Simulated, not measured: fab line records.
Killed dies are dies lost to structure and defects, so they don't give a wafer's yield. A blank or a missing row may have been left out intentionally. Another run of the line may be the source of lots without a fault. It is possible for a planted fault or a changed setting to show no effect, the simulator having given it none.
A struck lot beside a sound one	flow n5-finfet	38 steps out of a route of 1938
Sound: wafers L292.1, L292.2, L292.6. Struck: wafer L301.5 (left out: L301.2, L301.6 of the same lot, which were not struck); the cause appears at the end.
Each step with rows lists, per side, the tool, then ch with its chambers, then its first start. Under that, the readings that differ: sound wafers	struck wafers	difference of the means	sigmas: that difference in standard deviations of wafers without a fault.
alike: a reading whose means differ by less than 2 such deviations, as well as words and numbers matching on both sides. not compared: withheld readings; readings where some wafer has no value; bounds like >300 that might hide an equal value; numbers whose values overlap and for which the record gives no deviation.
Wherever a step has rows on one side only, a row that says differs or no value, or a row with sigmas, the two part there. When numbers do not overlap yet have no deviation, they are printed without sigmas and do not part them. A reading missing from all wafers of one side parts the sides only when that side holds two or more wafers.

first, 10 steps without rows for these wafers: N5_FIN_SAQP_ETCH_67 (etches SiNx in CH3F/O2, target depth 30 nm); N5_FIN_SAQP_STRIP_70 (strips in N2/H2); N5_FIN_SAQP_RECESS_71 (chemistry HF/NH3, target SiO2, target depth 3 nm, afs cycles 1, sublimation time 60 s); N5_FIN_SAQP_SPACER2_ALD_28 (deposits SiO2, target thk 8.1 nm, pulse time 1 s, purge time 2 s); N5_FIN_SAQP_SPACER2_ETCHBACK_29 (etches SiO2 in CHF3/O2, target depth 12.2 nm, time 6.1 s); N5_FIN_SAQP_MANDREL2_REMOVE_60 (chemistry HBr/Cl2/O2, target a-Si, stops on SiNx, bt time 10 s); N5_FIN_SAQP_HM_OPEN_33 (chemistry CH3F/O2, target SiNx, target depth 49.4 nm, time 70.6 s); N5_FIN_SAQP_ETCH_34 (etches SiO2 in C4F6/O2, target depth 45 nm, time 15 s); N5_FIN_SAQP_STRIP_77 (strips in N2/H2, time 90 s); N5_FIN_SAQP_ETCH_64 (etches SiO2 in CF4, target depth 1.5 nm).
N5_FIN_SAQP_FIN_ETCH_36: etches the open film in HBr/Cl2/O2, target depth 120 nm, time 50.4 s.
  sound on rie-si-03 ch 1,2, day 3 14:52; struck on rie-si-03 ch 0, day 5 21:04
reading	sound	struck	difference	sigmas
oes-product-au (a.u.)	1.008 0.964 0.967	1.493	+0.513	+24
model.FIN_SAQP.feature-depth-nm (nm)	119 120 121	196.4	+76.4	
model.etch.depth-nm (nm)	119 120.1 121	196.3	+76.3	
model.SiNx_of_FIN_SAQP_HM_DEP_03.thk-nm (nm)	20.8 20.6 21	13.8	-7.0	
  alike: drypump-motor-current-A, throttle-valve-pct
  not compared: rf-hours-counter-h
then, 3 steps without rows for these wafers: N5_FIN_SAQP_PRECLEAN_38 (cleans in O3/DIW, time 45 s); N5_FIN_SAQP_PRECLEAN_45 (cleans in dHF, time 10 s); N5_FIN_SAQP_SRD_39 (time 30 s).
N5_FIN_SAQP_OCD_MEAS_76:
  sound on ocd-01 at day 3 15:05; struck on ocd-02 at day 5 21:17
reading	sound	struck	difference	sigmas
trench-depth-nm (nm)	119.1 120.6 120.9	196.1	+75.9	+51
then, 20 steps without rows for these wafers: N5_FIN_CUT_COAT_18 (time 60 s, resist thk 230 nm); N5_FIN_CUT_COAT_19 (time 60 s, resist thk 20 nm); N5_FIN_CUT_COAT_29 (time 60 s, resist thk 10 nm); N5_FIN_CUT_COAT_02 (resist thk 30 nm); N5_FIN_CUT_EBR_04; N5_FIN_CUT_SOFTBAKE_03 (time 60 s); N5_FIN_CUT_EXPOSE_05 (exposes mask FIN CUT); N5_FIN_CUT_PEB_06 (peb time 60 s); N5_FIN_CUT_DEVELOP_07 (develop time 30 s); N5_FIN_CUT_DESCUM_13 (chemistry O2, time 7 s); N5_FIN_CUT_ETCH_30 (etches underlayer in N2/H2, target depth 13 nm, time 10.4 s); N5_FIN_CUT_ETCH_20 (etches SiARC in CF4, target depth 26 nm, time 43.3 s); N5_FIN_CUT_ETCH_21 (etches SOC in N2/H2, target depth 219 nm, overetch 43.8 nm, time 523.5 s); N5_FIN_CUT_STRIP_23 (strips in N2/H2); N5_FIN_CUT_STRIP_31 (strips in N2/H2); N5_FIN_CUT_STRIP_24 (strips in CF4); N5_FIN_CUT_CUT_ETCH_26 (etches SiNx in CH3F/O2, target depth 39 nm, time 55.7 s); N5_FIN_CUT_CUT_ETCH_27 (etches SiO2 in CHF3/O2, target depth 4 nm, overetch 2 nm, time 4.9 s); N5_FIN_CUT_PRECLEAN_35 (cleans in vHF, time 13.3 s); N5_FIN_CUT_CUT_ETCH_15 (etches Si in HBr/Cl2/O2, target depth 100 nm, bt time 10 s, time 42.4 s).
N5_STI_FIN_REVEAL_RECESS_09: chemistry HF/NH3, target SiO2, afs cycles 11, target depth 42.5 nm, sublimation time 60 s.
  sound on vapor-etch-02 ch 0,1, day 3 22:44; struck on vapor-etch-01 ch 0, day 6 06:10
reading	sound	struck	difference	sigmas
model.SiNx_of_FIN_SAQP_HM_DEP_03.thk-nm (nm)	18 17.6 18.2	10.8	-7.1	
  alike: drypump-motor-current-A, temp-c
-- a jump in the record: the struck wafers' starts before and after are 6 days apart (it breaks off in module STI_FIN_REVEAL and resumes in module BEOL_M4, where the first step shown is number 1111 of the route) --
N5_BEOL_M4_RC_MEAS_101:
  sound on prober-02 ch 0, day 9 09:39; struck on prober-01 ch 0, day 11 23:26
reading	sound	struck	difference	sigmas
IOFF_P (nA/um)	0.21 0.21 0.27	0.14	-0.09	-2
ION_N (uA/um)	673 690 687	646	-37	-3
ION_P (uA/um)	462 467 466	439	-26	-4
VT_N (mV)	248 245 245	257	+11	+3
VT_P (mV)	-249.7 -250.3 -246.5	-257.0	-8.2	-3
  alike: DIBL_N, DIBL_P, IOFF_N, SS_N, SS_P
-- record jumps: 5 days separate the struck wafers' starts on either side; left off in module BEOL_M4, taken up again in module PASSIVATION, whose first shown step is the route's number 1936 --
N5_PASSIVATION_PROBE_49:
  sound on prober-02 at day 14 08:26; struck on prober-02 at day 17 08:01
reading	sound	struck	difference	sigmas
defect-limited-yield (%)	90.6 91.6 92.8	88.2	-3.5	-2
killed_at_M0_to_M3	32 44 21	55	+23	+2
killed-at-other	4 1 1	12	+10	+4
killed-dies	111 99 85	139	+41	+2
killed-short	25 37 28	51	+21	+3
sort_bin_6_memory (%)	3.4 2.4 2.5	4.8	+2.0	+3
sort-yield-pct (%)	90.6 91.6 92.8	88.1	-3.6	-2
  alike: killed_at_M4_up, killed-at-contacts, killed-at-front-end, killed-on-rim, killed-open, sort_bin_4_leakage, sort_bin_5_function, sort_bin_8_speed, sort-n-pass

== WHERE THEY PART ==
At N5_FIN_SAQP_FIN_ETCH_36 first; at N5_PASSIVATION_PROBE_49 last (within this record only).

WHY: what the simulator had put in
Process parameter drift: rie-si-03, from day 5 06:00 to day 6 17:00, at N5_FIN_SAQP_FIN_ETCH_36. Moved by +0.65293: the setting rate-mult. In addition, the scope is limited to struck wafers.
